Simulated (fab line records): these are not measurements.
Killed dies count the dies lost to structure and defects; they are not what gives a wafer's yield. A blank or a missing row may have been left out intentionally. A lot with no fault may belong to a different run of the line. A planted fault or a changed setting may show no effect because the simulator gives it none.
fab line records | flow nand_harc
[record] lots = 7 | wafers = 21 | last_day = 24
route steps=1159 shown A_CONTACT@894
lots that met no fault: from a run of the same line without faults
start_h: hours from the record's opening day to when the first of the lot's shown wafers began | wait_h: hours elapsed since this lot's preceding step | " same as the row above | L1.1+2: several wafers, shown together as one row | - no value, or no start was given | * or withheld: withheld | < > ~ a bound
route shown NAME@n: a module of which the file shows steps, and the number in the route of the first | usual: mean/standard deviation taken from wafers without a fault | same: alike in all rows | chamber/n: place in a boat | sites: the reading at each site | _std_site: standard deviation of those values | _edge_site: the outer-site mean with the inner-site mean subtracted | radius_mm: how far each site lies from the wafer's centre | mask NAME#n: copy n | behind: tool/chamber where the wafer was last shaped | hold: what put the lot on hold/how long, in hours/how the hold closed | device: which transistor (n, p or np) failed to switch | end of line: the route-end tests of the same wafers | for a step that has no rows: nothing shown but its recipe | killed: count of dies lost to structure and defects at first sort (not the wafer's yield) | map: a wafer's dies, x killed, . not, _ none there
set.NAME: the setting the step ran with; set.NAME@STEP: the setting that earlier step ran with | model.NAME: the simulator's own value behind a step, which no gauge read
a table for each step, a row for each wafer; lots at some steps of the route
services: a tool's chamber out of use, with start hour (start_h, from the record's first day; less than 0 if before it), hours out, and reason
[[steps]]
[step NHARC_A_CONTACT_PEB_67]
[recipe] peb_temp_c = 100 | peb_time_s = 65
[step NHARC_A_CONTACT_DEVELOP_68]
[recipe] develop_time_s = 35 | dev_temp_c = 23
[step NHARC_A_CONTACT_CD_MEAS_69]
[recipe] target_cd_nm = 200 | landing_energy_ev = 500
[usual] cd_nm = 200.1/0.49
lot.wafer | tool      | chamber | start_h | wait_h | cd_nm
L455.1    | cd_sem-01 | 0       | 374.81  | -      | 200.4
L455.4    | "         | 0       | "       | "      | 200.3
L455.5    | "         | 0       | "       | "      | 201.0
L465.1    | cd_sem-02 | 0       | 442.56  | -      | 199.4
L465.3    | "         | 0       | "       | "      | 199.8
L465.6    | "         | 0       | "       | "      | 199.7
L463.1    | cd_sem-02 | 0       | 447.46  | -      | 200.2
L463.4    | "         | 0       | "       | "      | 200.3
L463.5    | "         | 0       | "       | "      | 200.7
L466.1    | cd_sem-02 | 0       | 453.35  | -      | 199.5
L466.3    | "         | 0       | "       | "      | 199.3
L466.4    | "         | 0       | "       | "      | 198.8
L471.3    | cd_sem-01 | 0       | 479.11  | -      | 200.6
L471.4    | "         | 0       | "       | "      | 200.1
L471.6    | "         | 0       | "       | "      | 200.2
L476.1    | cd_sem-02 | 0       | 497.19  | -      | 200.6
L476.3    | "         | 0       | "       | "      | 199.9
L476.6    | "         | 0       | "       | "      | 200.1
L473.3    | cd_sem-02 | 0       | 502.88  | -      | 199.6
L473.5    | "         | 0       | "       | "      | 199.8
L473.6    | "         | 0       | "       | "      | 199.7
[step NHARC_A_CONTACT_OVL_MEAS_70]
[usual] overlay_x_nm = 0.1/0.91 | overlay_y_nm = 0.0/0.88
lot.wafer | tool       | chamber | start_h | wait_h | overlay_x_nm | overlay_y_nm
L455.1    | overlay-02 | -       | 374.90  | -      | 0.0          | -1.2
L455.4    | "          | -       | "       | "      | 0.0          | -0.6
L455.5    | "          | -       | "       | "      | -0.1         | -0.5
L465.1    | overlay-01 | -       | 442.65  | -      | -0.4         | 0.8
L465.3    | "          | -       | "       | "      | -0.1         | 1.2
L465.6    | "          | -       | "       | "      | -0.9         | 0.9
L463.1    | overlay-01 | -       | 447.55  | -      | 0.9          | 1.0
L463.4    | "          | -       | "       | "      | 0.6          | 1.1
L463.5    | "          | -       | "       | "      | 0.9          | 0.9
L466.1    | overlay-02 | -       | 453.44  | -      | 0.1          | 0.3
L466.3    | "          | -       | "       | "      | -0.3         | 0.0
L466.4    | "          | -       | "       | "      | 0.0          | 0.4
L471.3    | overlay-02 | -       | 479.19  | -      | -0.3         | -0.6
L471.4    | "          | -       | "       | "      | -0.4         | -0.4
L471.6    | "          | -       | "       | "      | -0.3         | -1.0
L476.1    | overlay-02 | -       | 497.30  | -      | 0.0          | -0.4
L476.3    | "          | -       | "       | "      | -0.2         | -0.6
L476.6    | "          | -       | "       | "      | -0.3         | -0.8
L473.3    | overlay-01 | -       | 502.96  | -      | 0.9          | -0.9
L473.5    | "          | -       | "       | "      | 1.8          | -0.1
L473.6    | "          | -       | "       | "      | 1.5          | -0.2
[step NHARC_A_CONTACT_INSPECT_71]
[usual] raw_defect_count = 29/14
lot.wafer | tool              | chamber | start_h | wait_h | raw_defect_count
L455.1    | defect_inspect-01 | -       | 374.94  | 0.0    | 19
L455.4    | "                 | -       | "       | "      | 10
L455.5    | "                 | -       | "       | "      | 24
L465.1    | defect_inspect-02 | -       | 442.69  | 0.0    | 24
L465.3    | "                 | -       | "       | "      | 32
L465.6    | "                 | -       | "       | "      | 22
L463.1    | defect_inspect-02 | -       | 447.59  | 0.0    | 9
L463.4    | "                 | -       | "       | "      | 14
L463.5    | "                 | -       | "       | "      | 13
L466.1    | defect_inspect-02 | -       | 453.48  | 0.0    | 52
L466.3    | "                 | -       | "       | "      | 41
L466.4    | "                 | -       | "       | "      | 43
L471.3    | defect_inspect-01 | -       | 479.23  | 0.0    | 33
L471.4    | "                 | -       | "       | "      | 25
L471.6    | "                 | -       | "       | "      | 33
L476.1    | defect_inspect-01 | -       | 497.33  | 0.0    | 40
L476.3    | "                 | -       | "       | "      | 34
L476.6    | "                 | -       | "       | "      | 35
L473.3    | defect_inspect-01 | -       | 503.00  | 0.0    | 39
L473.5    | "                 | -       | "       | "      | 46
L473.6    | "                 | -       | "       | "      | 56
[step NHARC_A_CONTACT_DESCUM_74]
[recipe] time_s = 3 | o2_flow_sccm = 200 | ar_flow_sccm = 0 | bias_power_w = 0 | chemistry = O2
[usual] drypump_motor_current_A = 6.0/0.37 | o2_flow_sccm = 199.9/0.7 | oes_product_au = 1.002/0.013 | rf_vpp_V = 57.5/0.87 | showerhead_plenum_p_Torr = 1.86/0.05 | throttle_valve_pct = 11.311/0.0086
[same] bias_power_w = 0
lot.wafer | tool        | chamber | start_h | wait_h | drypump_motor_current_A | o2_flow_sccm | oes_product_au | rf_hours_counter_h | rf_vpp_V | showerhead_plenum_p_Torr | throttle_valve_pct
L455.1    | rie_diel-06 | 3       | 375.02  | 0.1    | 5.6                     | 200.1        | 0.993          | 22                 | 58.0     | 1.95                     | 11.321
L455.5    | "           | 0       | "       | "      | 5.9                     | 199.3        | 1.002          | -                  | 55.7     | 1.85                     | 11.314
L455.4    | "           | 1       | "       | "      | 5.7                     | 199.5        | 1.012          | -                  | 56.6     | 1.89                     | 11.315
L465.3    | rie_diel-08 | 2       | 442.76  | 0.1    | 6.5                     | 199.4        | 0.983          | 48                 | 58.3     | 1.93                     | 11.333
L465.1    | "           | 0       | "       | "      | 6.2                     | 201.0        | 0.995          | 44                 | 57.6     | 1.79                     | 11.304
L465.6    | "           | 2       | "       | "      | 6.4                     | 199.3        | 0.995          | -                  | 58.1     | 1.93                     | 11.299
L463.4    | rie_diel-08 | 3       | 447.67  | 0.1    | 5.6                     | 198.9        | 0.983          | 46                 | 56.8     | 1.84                     | 11.297
L463.1    | "           | 0       | "       | "      | 6.3                     | 199.3        | 0.989          | 47                 | 57.2     | 1.78                     | 11.314
L463.5    | "           | 2       | "       | "      | 6.5                     | 199.6        | 0.989          | -                  | 58.4     | 1.93                     | 11.321
L466.4    | rie_diel-08 | 2       | 453.54  | 0.1    | 6.5                     | 200.1        | 0.985          | 51                 | 58.7     | 1.93                     | 11.314
L466.1    | "           | 3       | "       | "      | 5.6                     | 201.8        | 0.991          | 48                 | 58.0     | 1.84                     | 11.299
L466.3    | "           | 1       | "       | "      | 5.9                     | 200.8        | 1.000          | 51                 | 57.6     | 1.83                     | 11.306
L471.3    | rie_diel-06 | 1       | 479.29  | 0.1    | 5.7                     | 199.9        | 1.023          | 10                 | 55.4     | 1.88                     | 11.325
L471.4    | "           | 3       | "       | "      | 5.7                     | 199.5        | 1.002          | 10                 | 57.6     | 1.94                     | 11.307
L471.6    | "           | 2       | "       | "      | 6.5                     | 198.7        | 0.990          | -                  | 57.7     | 1.88                     | 11.315
L476.3    | rie_diel-03 | 0       | 497.39  | 0.1    | 6.5                     | 201.2        | 1.008          | 36                 | 57.8     | 1.77                     | 11.310
L476.1    | "           | 3       | "       | "      | 5.2                     | 199.8        | 1.018          | 36                 | 58.7     | 1.85                     | 11.328
L476.6    | "           | 1       | "       | "      | 6.0                     | 199.4        | 1.012          | -                  | 56.6     | 1.81                     | 11.310
L473.3    | rie_diel-03 | 3       | 503.07  | 0.1    | 5.3                     | 198.8        | 1.023          | 37                 | 57.2     | 1.85                     | 11.302
L473.5    | "           | 2       | "       | "      | 5.5                     | 200.4        | 1.009          | -                  | 56.9     | 1.79                     | 11.310
L473.6    | "           | 3       | "       | "      | 5.3                     | 200.0        | 1.022          | -                  | 57.6     | 1.85                     | 11.324
[step NHARC_A_CONTACT_ETCH_75]
[recipe] target_depth_a = 390 | over_etch_frac = 0.3 | time_s = 65 | ion_energy_ev = 80 | cf4_flow_sccm = 150 | ar_flow_sccm = 0 | rf_w = 300 | bias_w = 100 | chemistry = CF4
[usual] bias_w = 100.04/0.3 | cf4_flow_sccm = 150.0/0.48 | drypump_motor_current_A = 5.9/0.37 | oes_product_au = 1.003/0.011 | rf_vpp_V = 150.7/0.96 | showerhead_plenum_p_Torr = 1.72/0.044 | throttle_valve_pct = 13.283/0.0098
lot.wafer | tool        | chamber | start_h | wait_h | bias_w | cf4_flow_sccm | drypump_motor_current_A | oes_product_au | rf_hours_counter_h | rf_vpp_V | showerhead_plenum_p_Torr | throttle_valve_pct
L455.1    | rie_diel-06 | 0       | 375.11  | 0.1    | 99.92  | 150.6         | 6.0                     | 1.009          | 25                 | 152.1    | 1.72                     | 13.290
L455.5    | "           | 3       | "       | "      | 100.03 | 149.7         | 5.7                     | 1.004          | -                  | 152.8    | 1.80                     | 13.276
L455.4    | "           | 0       | "       | "      | 99.81  | 149.7         | 6.0                     | 1.013          | -                  | 149.9    | 1.72                     | 13.276
L465.1    | rie_diel-08 | 2       | 442.84  | 0.1    | 99.24  | 150.6         | 6.4                     | 1.001          | 48                 | 151.2    | 1.78                     | 13.285
L465.3    | "           | 0       | "       | "      | 100.01 | 150.1         | 6.2                     | 0.994          | 44                 | 150.3    | 1.66                     | 13.287
L465.6    | "           | 2       | "       | "      | 99.66  | 150.5         | 6.4                     | 1.005          | -                  | 151.1    | 1.78                     | 13.276
L463.4    | rie_diel-08 | 1       | 447.73  | 0.1    | 99.80  | 150.1         | 5.9                     | 1.013          | 49                 | 150.9    | 1.70                     | 13.298
L463.1    | "           | 3       | "       | "      | 99.45  | 149.7         | 5.5                     | 1.001          | 46                 | 149.8    | 1.71                     | 13.293
L463.5    | "           | 2       | "       | "      | 100.57 | 149.5         | 6.5                     | 0.999          | -                  | 151.7    | 1.78                     | 13.279
L466.1    | rie_diel-08 | 2       | 453.62  | 0.1    | 100.07 | 150.3         | 6.4                     | 0.994          | 51                 | 152.5    | 1.78                     | 13.293
L466.3    | "           | 0       | "       | "      | 100.14 | 150.4         | 6.2                     | 0.989          | 49                 | 150.0    | 1.66                     | 13.277
L466.4    | "           | 1       | "       | "      | 100.49 | 149.7         | 5.9                     | 0.998          | 51                 | 151.0    | 1.70                     | 13.280
L471.3    | rie_diel-06 | 3       | 479.39  | 0.1    | 100.50 | 149.6         | 5.6                     | 0.993          | 10                 | 151.1    | 1.79                     | 13.280
L471.4    | "           | 0       | "       | "      | 99.85  | 149.9         | 6.0                     | 1.006          | 10                 | 151.4    | 1.71                     | 13.266
L471.6    | "           | 2       | "       | "      | 99.47  | 150.2         | 6.5                     | 1.002          | -                  | 151.2    | 1.74                     | 13.288
L476.3    | rie_diel-03 | 2       | 497.49  | 0.1    | 99.88  | 149.9         | 5.6                     | 0.993          | 34                 | 149.2    | 1.66                     | 13.286
L476.1    | "           | 3       | "       | "      | 100.38 | 148.9         | 5.3                     | 1.012          | 36                 | 149.0    | 1.71                     | 13.271
L476.6    | "           | 2       | "       | "      | 100.24 | 150.3         | 5.6                     | 1.001          | -                  | 150.1    | 1.66                     | 13.294
L473.3    | rie_diel-03 | 2       | 503.16  | 0.1    | 100.02 | 151.0         | 5.5                     | 0.990          | 36                 | 148.3    | 1.66                     | 13.295
L473.5    | "           | 3       | "       | "      | 99.63  | 149.6         | 5.3                     | 1.020          | -                  | 150.8    | 1.71                     | 13.296
L473.6    | "           | 0       | "       | "      | 100.39 | 149.5         | 6.5                     | 0.992          | -                  | 149.3    | 1.64                     | 13.286
[step NHARC_A_CONTACT_ETCH_76]
[recipe] target_depth_a = 2600 | over_etch_frac = 0.3 | time_s = 475.3 | ion_energy_ev = 200 | n2_flow_sccm = 150 | h2_flow_sccm = 150 | ar_flow_sccm = 0 | rf_w = 400 | bias_w = 150 | chemistry = N2/H2
[step NHARC_A_CONTACT_ETCH_77]
[recipe] target_depth_a = 726 | time_s = 36.3 | cf4_flow_sccm = 100 | chf3_flow_sccm = 30 | ar_flow_sccm = 0 | rf_w = 500 | bias_w = 200 | chemistry = CF4/CHF3
[step NHARC_A_CONTACT_ETCH_78]
[recipe] target_depth_a = 28000 | over_etch_frac = 0.3 | time_s = 728 | ion_energy_ev = 150 | o2_flow_sccm = 400 | cos_flow_sccm = 20 | ar_flow_sccm = 0 | rf_w = 500 | bias_w = 300 | chemistry = O2/COS
[usual] bias_w = 299.9/0.95 | chamber_pressure_mTorr = 19.999/0.017 | drypump_motor_current_A = 6.0/0.36 | o2_flow_sccm = 400.0/1.2 | oes_product_au = 1.003/0.0099 | rf_vpp_V = 312.9/1.4 | showerhead_plenum_p_Torr = 3.04/0.081 | throttle_valve_pct = 28.330/0.0084
lot.wafer | tool        | chamber | start_h | wait_h | bias_w | chamber_pressure_mTorr | drypump_motor_current_A | o2_flow_sccm | oes_product_au | rf_hours_counter_h | rf_vpp_V | showerhead_plenum_p_Torr | throttle_valve_pct
L455.1    | rie_diel-06 | 3       | -       | -      | 300.7  | 20.007                 | 5.7                     | 399.6        | 0.992          | 23                 | 315.3    | 3.18                     | 28.329
L455.4    | "           | 1       | "       | "      | 301.9  | 19.995                 | 5.7                     | 401.1        | 1.008          | -                  | 314.3    | 3.08                     | 28.339
L455.5    | "           | 3       | "       | "      | 298.8  | 19.989                 | 5.7                     | 401.7        | 1.003          | -                  | 315.8    | 3.18                     | 28.333
L465.1    | rie_diel-08 | 2       | -       | -      | 301.2  | 19.995                 | 6.5                     | 400.9        | 1.009          | 48                 | 312.6    | 3.15                     | 28.319
L465.3    | "           | 3       | "       | "      | 300.4  | 19.983                 | 5.6                     | 397.7        | 0.990          | 44                 | 313.3    | 3.01                     | 28.327
L465.6    | "           | 1       | "       | "      | 299.1  | 20.019                 | 5.9                     | 402.2        | 1.014          | -                  | 314.2    | 3.00                     | 28.330
L463.1    | rie_diel-08 | 0       | -       | -      | 299.8  | 19.992                 | 6.2                     | 399.1        | 0.987          | 48                 | 310.8    | 2.92                     | 28.325
L463.4    | "           | 2       | "       | "      | 301.1  | 19.996                 | 6.4                     | 402.0        | 1.002          | 50                 | 314.3    | 3.14                     | 28.330
L463.5    | "           | 1       | "       | "      | 299.1  | 19.971                 | 5.9                     | 399.7        | 1.000          | -                  | 311.4    | 3.00                     | 28.328
L466.4    | rie_diel-08 | 2       | -       | -      | 298.6  | 19.996                 | 6.4                     | 401.3        | 0.997          | 52                 | 315.4    | 3.14                     | 28.335
L466.3    | "           | 3       | "       | "      | 301.3  | 19.980                 | 5.5                     | 400.5        | 0.990          | 48                 | 312.8    | 3.01                     | 28.331
L466.1    | "           | 0       | "       | "      | 299.4  | 20.007                 | 6.2                     | 399.3        | 1.003          | 50                 | 311.1    | 2.92                     | 28.328
L471.4    | rie_diel-06 | 3       | -       | -      | 301.0  | 19.997                 | 5.7                     | 400.1        | 0.998          | 10                 | 313.7    | 3.17                     | 28.322
L471.3    | "           | 1       | "       | "      | 298.2  | 19.995                 | 5.7                     | 401.0        | 1.026          | 10                 | 313.9    | 3.07                     | 28.351
L471.6    | "           | 0       | "       | "      | 299.4  | 19.980                 | 5.9                     | 402.2        | 1.014          | -                  | 311.7    | 3.02                     | 28.312
L476.1    | rie_diel-03 | 1       | -       | -      | 300.0  | 19.981                 | 6.0                     | 400.8        | 1.010          | 38                 | 312.7    | 2.97                     | 28.327
L476.3    | "           | 2       | "       | "      | 298.0  | 19.957                 | 5.6                     | 399.9        | 0.999          | 35                 | 310.4    | 2.93                     | 28.338
L476.6    | "           | 2       | "       | "      | 298.4  | 20.024                 | 5.5                     | 399.3        | 0.998          | -                  | 311.1    | 2.93                     | 28.336
L473.3    | rie_diel-03 | 3       | -       | -      | 300.3  | 19.998                 | 5.3                     | 400.8        | 1.022          | 37                 | 313.7    | 3.02                     | 28.337
L473.5    | "           | 0       | "       | "      | 298.1  | 20.030                 | 6.5                     | 397.0        | 0.993          | -                  | 310.6    | 2.90                     | 28.341
L473.6    | "           | 1       | "       | "      | 299.4  | 19.984                 | 6.0                     | 400.8        | 1.001          | -                  | 311.1    | 2.97                     | 28.332
[step NHARC_A_CONTACT_ETCH_124]
[recipe] source_w = withheld | pressure_mtorr = 20 | bias_v = withheld | time_s = 140 | target_depth_a = 7000 | ar_flow_sccm = withheld | c4f8_flow_sccm = withheld | o2_flow_sccm = withheld | chemistry = C4F8/O2/Ar
[usual] chamber_pressure_mTorr = 19.999/0.018 | oes_air_line_au = 1.001/0.019
lot.wafer | tool            | chamber | start_h | wait_h | chamber_pressure_mTorr | oes_air_line_au | rf_hours_counter_h
L455.1    | har_cap_etch-03 | 1       | 376.33  | -      | 19.972                 | 0.989           | 82
L455.4    | "               | 1       | "       | "      | 19.987                 | 0.985           | -
L455.5    | "               | 1       | "       | "      | 20.004                 | 0.987           | -
L465.1    | har_cap_etch-02 | 1       | 443.92  | -      | 20.002                 | 0.978           | 20
L465.3    | "               | 1       | "       | "      | 19.982                 | 1.016           | -
L465.6    | "               | 0       | "       | "      | 20.007                 | 0.996           | -
L463.1    | har_cap_etch-01 | 1       | 448.78  | -      | 20.002                 | 1.006           | 67
L463.4    | "               | 0       | "       | "      | 19.998                 | 1.001           | -
L463.5    | "               | 1       | "       | "      | 20.006                 | 1.020           | -
L466.1    | har_cap_etch-02 | 0       | 454.68  | -      | 20.012                 | 1.014           | 23
L466.4    | "               | 0       | "       | "      | 19.981                 | 0.981           | -
L466.3    | "               | 1       | "       | "      | 20.007                 | 0.984           | -
L471.3    | har_cap_etch-01 | 0       | 480.48  | -      | 19.980                 | 1.007           | -
L471.4    | "               | 1       | "       | "      | 19.979                 | 0.969           | -
L471.6    | "               | 0       | "       | "      | 19.989                 | 1.016           | -
L476.1    | har_cap_etch-02 | 0       | 498.70  | -      | 20.003                 | 1.011           | 32
L476.3    | "               | 1       | "       | "      | 19.988                 | 0.981           | -
L476.6    | "               | 0       | "       | "      | 19.974                 | 0.982           | -
L473.3    | har_cap_etch-02 | 0       | 504.41  | -      | 19.959                 | 1.031           | -
L473.6    | "               | 0       | "       | "      | 19.996                 | 1.049           | -
L473.5    | "               | 1       | "       | "      | 19.991                 | 1.010           | -
[step NHARC_A_CONTACT_ETCH_125]
[recipe] source_w = withheld | pressure_mtorr = 20 | bias_v = 1200 | time_s = 155 | target_depth_a = 9560 | ar_flow_sccm = withheld | c4f8_flow_sccm = withheld | o2_flow_sccm = withheld | chemistry = C4F8/O2/Ar
[step NHARC_A_CONTACT_ETCH_126]
[recipe] source_w = withheld | pressure_mtorr = 20 | bias_v = 1200 | time_s = 155 | target_depth_a = 9560 | ar_flow_sccm = withheld | c4f8_flow_sccm = withheld | o2_flow_sccm = withheld | chemistry = C4F8/O2/Ar
[usual] chamber_pressure_mTorr = 19.999/0.018 | oes_air_line_au = 0.997/0.022
lot.wafer | tool            | chamber | start_h | wait_h | chamber_pressure_mTorr | oes_air_line_au | rf_hours_counter_h
L455.1    | har_cap_etch-03 | 1       | 376.67  | 0.1    | 19.984                 | 0.977           | 83
L455.4    | "               | 1       | "       | "      | 19.969                 | 1.013           | -
L455.5    | "               | 1       | "       | "      | 20.028                 | 0.990           | -
L465.1    | har_cap_etch-02 | 1       | 444.25  | 0.1    | -                      | -               | -
L465.3    | "               | 1       | "       | "      | -                      | -               | -
L465.6    | "               | 0       | "       | "      | -                      | -               | -
L463.1    | har_cap_etch-01 | 1       | 449.12  | 0.1    | -                      | -               | -
L463.4    | "               | 0       | "       | "      | -                      | -               | -
L463.5    | "               | 1       | "       | "      | -                      | -               | -
L466.1    | har_cap_etch-02 | 0       | 455.02  | 0.1    | -                      | -               | -
L466.4    | "               | 0       | "       | "      | -                      | -               | -
L466.3    | "               | 1       | "       | "      | -                      | -               | -
L471.3    | har_cap_etch-01 | 0       | 480.80  | 0.1    | 19.998                 | 1.040           | -
L471.4    | "               | 1       | "       | "      | 19.994                 | 1.014           | -
L471.6    | "               | 0       | "       | "      | 19.990                 | 0.995           | -
L476.1    | har_cap_etch-02 | 0       | 499.03  | 0.1    | 19.987                 | 0.974           | 32
L476.3    | "               | 1       | "       | "      | 19.997                 | 0.963           | -
L476.6    | "               | 0       | "       | "      | 19.989                 | 0.977           | -
L473.3    | har_cap_etch-02 | 0       | 504.73  | 0.1    | 20.011                 | 1.041           | -
L473.6    | "               | 0       | "       | "      | 19.983                 | 1.010           | -
L473.5    | "               | 1       | "       | "      | 20.012                 | 1.016           | -
[step NHARC_A_CONTACT_ETCH_127]
[recipe] source_w = withheld | pressure_mtorr = 20 | bias_v = 1200 | time_s = 155 | target_depth_a = 9560 | ar_flow_sccm = withheld | c4f8_flow_sccm = withheld | o2_flow_sccm = withheld | chemistry = C4F8/O2/Ar
[usual] chamber_pressure_mTorr = 20.000/0.019 | oes_air_line_au = 0.998/0.02
lot.wafer | tool            | chamber | start_h | wait_h | chamber_pressure_mTorr | oes_air_line_au | rf_hours_counter_h
L455.1    | har_cap_etch-03 | 1       | 376.82  | 0.1    | 20.024                 | 1.009           | 83
L455.4    | "               | 1       | "       | "      | 20.008                 | 0.995           | -
L455.5    | "               | 1       | "       | "      | 19.982                 | 1.027           | -
L465.1    | har_cap_etch-02 | 1       | 444.39  | 0.1    | 20.009                 | 0.971           | 21
L465.3    | "               | 1       | "       | "      | 20.011                 | 1.010           | -
L465.6    | "               | 0       | "       | "      | 20.013                 | 1.000           | -
L463.1    | har_cap_etch-01 | 1       | 449.26  | 0.1    | 20.002                 | 0.987           | 67
L463.4    | "               | 0       | "       | "      | 19.997                 | 1.002           | -
L463.5    | "               | 1       | "       | "      | 20.027                 | 0.997           | -
L466.1    | har_cap_etch-02 | 0       | 455.16  | 0.1    | 20.027                 | 1.014           | 23
L466.4    | "               | 0       | "       | "      | 19.973                 | 0.999           | -
L466.3    | "               | 1       | "       | "      | 19.975                 | 1.002           | -
L471.3    | har_cap_etch-01 | 0       | 480.94  | 0.1    | 19.971                 | 0.991           | -
L471.4    | "               | 1       | "       | "      | 20.004                 | 1.010           | -
L471.6    | "               | 0       | "       | "      | 19.971                 | 0.977           | -
L476.1    | har_cap_etch-02 | 0       | 499.17  | 0.1    | 19.966                 | 1.019           | 32
L476.3    | "               | 1       | "       | "      | 20.029                 | 0.970           | -
L476.6    | "               | 0       | "       | "      | 19.999                 | 0.991           | -
L473.3    | har_cap_etch-02 | 0       | 504.87  | 0.1    | 19.968                 | 0.997           | -
L473.6    | "               | 0       | "       | "      | 19.981                 | 0.997           | -
L473.5    | "               | 1       | "       | "      | 19.974                 | 0.981           | -
[[services]]
tool        | chamber | start_h | hours | kind
rie_diel-08 | 0       | 360.21  | -     | clean
rie_diel-08 | 1       | 360.21  | -     | clean
rie_diel-08 | 2       | 360.21  | -     | clean
rie_diel-08 | 3       | 360.21  | -     | clean
rie_diel-06 | 2       | 363.74  | 8.6   | repair
rie_diel-06 | 2       | 372.95  | 7.0   | repair
rie_diel-08 | 0       | 384.72  | -     | clean
rie_diel-08 | 1       | 384.72  | -     | clean
rie_diel-08 | 2       | 384.72  | -     | clean
rie_diel-08 | 3       | 384.72  | -     | clean
rie_diel-03 | -       | 392.49  | 9.0   | pm
rie_diel-08 | 0       | 409.22  | -     | clean
rie_diel-08 | 1       | 409.22  | -     | clean
rie_diel-08 | 2       | 409.22  | -     | clean
rie_diel-08 | 3       | 409.22  | -     | clean
rie_diel-08 | 3       | 412.25  | 7.3   | repair
rie_diel-06 | -       | 418.25  | 9.0   | pm
rie_diel-08 | 0       | 425.33  | 4.7   | repair
rie_diel-08 | 0       | 433.72  | -     | clean
rie_diel-03 | 2       | 435.96  | 5.0   | repair
rie_diel-08 | 2       | 457.24  | 16.9  | repair
rie_diel-08 | -       | 478.95  | 9.0   | pm
rie_diel-06 | 2       | 496.83  | 10.5  | repair
rie_diel-08 | 0       | 501.98  | 4.2   | repair
[[key]]
[first_sign] step = NHARC_A_CONTACT_ETCH_126 | reading = tool_record | direction = missing
effect none on later readings
met_at NHARC_A_CONTACT_ETCH_126
struck_wafers L463.1,L463.4,L463.5,L465.1,L465.3,L465.6,L466.1,L466.3,L466.4
later_rows_left_out L463.1,L463.4,L463.5,L465.1,L465.3,L465.6,L466.1,L466.3,L466.4
sort_left_out L463.1,L463.4,L463.5,L465.1,L465.3,L465.6,L466.1,L466.3,L466.4
tester_left_out L463,L465,L466
[fault] kind = skipped_step_whole | tool = har_cap_etch-01,har_cap_etch-02 | chamber = - | onset_h = 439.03 | steps = NHARC_A_CONTACT_ETCH_126 | scope = struck_lots_only
// tester_left_out: of these lots the tester's yield and bins aren't shown, on N5 and GAA mostly nor the transistor test; their killed dies are dies lost to structure and defects alone, not to doping, threshold or leakage, so they don't give the yield
// sort_left_out: the simulated sort isn't trusted on such a fault, so these wafers' sort isn't shown, and their yield isn't known
// later_rows_left_out: the simulator's readings of these wafers behind a module that went badly wrong aren't trusted and aren't shown, but for the sort
